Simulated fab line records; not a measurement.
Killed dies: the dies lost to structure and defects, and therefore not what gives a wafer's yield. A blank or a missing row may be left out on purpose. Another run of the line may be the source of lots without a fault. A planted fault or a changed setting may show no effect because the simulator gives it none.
A struck lot beside a sound one + flow nand-harc + 14 steps out of a route of 1159
Sound: the wafers L490.2, L490.3, L490.5. Struck: wafers L474.1, L474.2, L474.4. The cause is given at the end.
Order at every step that has rows: each side's tool, ch and its chambers, its first start. Under that, the readings that differ: sound wafers + struck wafers + difference of the means + sigmas: that difference in standard deviations of wafers without a fault.
alike: readings with means less than 2 such deviations apart, plus words and numbers identical on both sides. not compared: withheld readings, readings lacking a value on some wafer, bounds such as >300 that could conceal the same value, and numbers that have no deviation in the record and whose values overlap.
The two part at a step that has a row with sigmas, a row that says differs or no value, or rows on one side only. Numbers that don't overlap but have no deviation are shown without sigmas and don't part them. A reading missing from all wafers of one side parts the sides only when that side holds two or more wafers.

first, 1 step without rows for these wafers: NHARC_A_BLC_DESCUM_15 (chemistry O2, time 3 s).
NHARC_A_BLC_ETCH_16: etches the open film in CF4, target depth 39 nm, time 65 s.
  sound on rie-diel-09 ch 0,3, day 23 01:46; struck on rie-diel-11 ch 0,2,3, day 18 13:31
  alike: drypump-motor-current-A, oes-product-au, rf-vpp-V, showerhead-plenum-p-Torr, throttle-valve-pct
  not compared: rf-hours-counter-h
NHARC_A_BLC_ETCH_17: etches the open film in N2/H2, target depth 390 nm, time 609.38 s.
  sound on rie-diel-09 ch 1,2; struck on rie-diel-11 ch 0,2,3
  alike: drypump-motor-current-A, oes-product-au, rf-vpp-V, showerhead-plenum-p-Torr, throttle-valve-pct
  not compared: rf-hours-counter-h
NHARC_A_BLC_ETCH_18: etches the open film in C4F8/O2/Ar, target depth 910 nm.
  sound on rie-diel-09 ch 1,2,3; struck on rie-diel-11 ch 0,2,3
  alike: oes-product-au, rf-vpp-V
  not compared: rf-hours-counter-h
NHARC_A_BLC_CD_MEAS_19:
  sound on cd-sem-01 at day 23 02:44; struck on cd-sem-03 at day 18 14:23
  alike: cd-nm
then, 3 steps without rows for these wafers: NHARC_A_BLC_STRIP_29 (strips in CF4); NHARC_A_BLC_STRIP_21 (strips in O2); NHARC_A_BLC_STRIP_22 (strips in post etch residue remover, time 600 s).
NHARC_A_BLC_DEGAS_30: time 60 s.
  sound on pvd-sputter-01 at day 23 03:20; struck on pvd-sputter-02 at day 18 15:01
  alike: heater-power-w
then, 1 step without rows for these wafers: NHARC_A_BLC_PRE_CLEAN_31 (time 15 s).
NHARC_A_BLC_PVD_32: deposits Ti, target thk 5 nm, time 17.7 s.
  sound on pvd-sputter-01; struck on pvd-sputter-02
  alike: throttle-valve-pct
then, 1 step without rows for these wafers: NHARC_A_BLC_ALD_23 (deposits TiN, target thk 3 nm, pulse time 1 s, ald cycles 150).
NHARC_A_BLC_CVD_24: deposits W, target thk 150 nm, time 434 s.
  sound on cvd-w-01 ch 0,1, day 23 03:51; struck on cvd-w-01 ch 0,1, day 18 16:08
  alike: heater-power-outer-w, heater-power-w, throttle-valve-pct
NHARC_A_BLC_CMP_25: polishes, t overpolish 30 s, target thk 150 nm.
  sound on cmp-02 ch 1,2,3, day 23 04:18; struck on cmp-04 ch 0,2,3, day 18 17:03
| reading                | sound          | struck         | difference | sigmas |
|------------------------|----------------|----------------|------------|--------|
| time-to-endpoint-s (s) | 30.6 30.6 28.1 | 59.1 59.6 62.8 | +30.7      | +12    |
  alike: motor-current-A, overpolish-run-s

## WHERE THEY PART
Only at NHARC_A_BLC_CMP_25, as far as this record shows.

WHY: the cause the simulator had injected
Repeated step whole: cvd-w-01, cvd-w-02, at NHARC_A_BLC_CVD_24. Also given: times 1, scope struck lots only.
